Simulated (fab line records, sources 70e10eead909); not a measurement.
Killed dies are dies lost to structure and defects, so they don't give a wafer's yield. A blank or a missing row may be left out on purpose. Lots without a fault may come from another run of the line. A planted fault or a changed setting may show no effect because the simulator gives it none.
Chamber matching | flow nand_harc | NHARC_P_BONDPAD_CMP_19 on cmp-03: 4 sister chambers
The step polishes, t overpolish 30 s, cu recess touch 16 s, target thk 160.81 nm. 16 wafers are shown with their chamber, then 8 later ones without.

WAFERS WITH THEIR CHAMBER
wafer  | chamber | motor_current_A (A) | overpolish_run_s (s)
L780.2 | 3       | 12.0                | 29.997
L780.3 | 0       | 12.9                | 30.018
L780.6 | 0       | 13.4                | 29.993
L788.3 | 0       | 13.6                | 29.989
L788.4 | 3       | 12.1                | 30.004
L788.5 | 0       | 13.1                | 30.008
L789.2 | 2       | 13.4                | 30.008
L789.3 | 1       | 11.9                | 30.006
L789.6 | 3       | 12.0                | 29.990
L793.1 | 3       | 12.8                | 29.994
L793.5 | 0       | 12.6                | 30.018
L793.6 | 1       | 11.9                | 30.001
L795.1 | 0       | 12.8                | 29.997
L795.5 | 0       | 12.6                | 29.990
L795.6 | 1       | 11.7                | 29.996
L796.1 | 2       | 13.2                | 29.996

SIGNATURES (means of the wafers above)
reading          | chamber 0 | chamber 1 | chamber 2 | chamber 3 | scatter within a chamber
motor_current_A  | 13.000    | 11.833    | 13.300    | 12.225    | 0.341
overpolish_run_s | 30.00186  | 30.00100  | 30.00200  | 29.99625  | 0.00997
Rule: a wafer's distance from a chamber is the root of the sum, over the readings, of the square of ((its reading less the chamber's mean) divided by the reading's scatter). The wafer belongs to the nearest chamber; if the next one is less than 2 further off, it can't be placed. The scatter: the root of (the sum of the squares of (reading less its chamber's mean) over the shown wafers, divided by (wafers less chambers)).

WAFERS WITHOUT THEIR CHAMBER
wafer  | motor_current_A (A) | overpolish_run_s (s)
L796.3 | 13.0                | 30.000
L796.4 | 12.8                | 30.003
L798.2 | 13.1                | 30.014
L798.3 | 11.2                | 30.006
L798.4 | 11.8                | 30.004
L802.1 | 12.8                | 30.012
L802.4 | 12.4                | 30.017
L802.6 | 12.2                | 29.995

WHICH CHAMBER EACH WENT THROUGH
wafer  | from the rows above               | in truth
L796.3 | can't be placed: 0 or 2           | 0
L796.4 | can't be placed: 0 or 2 or 3      | 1
L798.2 | can't be placed: 0 or 2 or 3      | 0
L798.3 | can't be placed: 1 or 3           | 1
L798.4 | can't be placed: 1 or 3           | 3
L802.1 | can't be placed: 0 or 2 or 3 or 1 | 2
L802.4 | can't be placed: 3 or 1 or 0 or 2 | 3
L802.6 | can't be placed: 3 or 1           | 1
Placed correctly: 0 of 8. Can't be placed from these rows: 8 (the true chamber is among the candidates in 7). Placed wrongly: 0.
